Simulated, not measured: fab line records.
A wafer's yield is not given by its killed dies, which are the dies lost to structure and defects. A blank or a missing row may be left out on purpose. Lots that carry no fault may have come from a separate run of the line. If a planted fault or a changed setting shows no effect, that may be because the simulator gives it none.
Matching of chambers | flow nand_harc | NHARC_A_STAIRCASE_DEP_301 on pecvd-03: 3 sister chambers
The step deposits SiON, target thk 30 nm. 3 wafers are shown with their chamber, then 7 later ones without.

== EACH WAFER AND ITS CHAMBER ==
wafer  | chamber | heater_power_w (W)
L084.4 | 2       | 718
L089.2 | 1       | 708
L089.3 | 0       | 780

== WAFERS WITHOUT THEIR CHAMBER ==
wafer  | heater_power_w (W)
L089.6 | 699
L087.3 | 712
L087.5 | 742
L087.6 | 704
L088.1 | 688
L088.3 | 806
L088.5 | 802

== WHICH CHAMBER EACH ONE RAN IN ==
wafer  | from the rows above          | in truth
L089.6 | can't be placed: 1 or 2      | 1
L087.3 | can't be placed: 1 or 2      | 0
L087.5 | can't be placed: 2 or 1 or 0 | 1
L087.6 | can't be placed: 1 or 2      | 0
L088.1 | can't be placed: 1 or 2      | 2
L088.3 | 0                            | 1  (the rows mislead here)
L088.5 | 0                            | 0
Correct placement for 1 of the 7. From these rows, 5 cannot be placed; in 3 the true chamber is one of the candidates. Number placed wrongly: 1.
How it was worked out, from the rows above alone: a wafer's distance from a chamber is the root of the sum, over the readings, of the square of ((its reading less the chamber's mean) divided by the reading's scatter). The wafer belongs to the nearest chamber; if the next one is less than 2 further off, it can't be placed. The mean given for a chamber averages the wafers shown for that chamber. The scatter: with one shown wafer a chamber, the root of the mean of the squares of how far each hidden wafer lies from its nearest shown one.
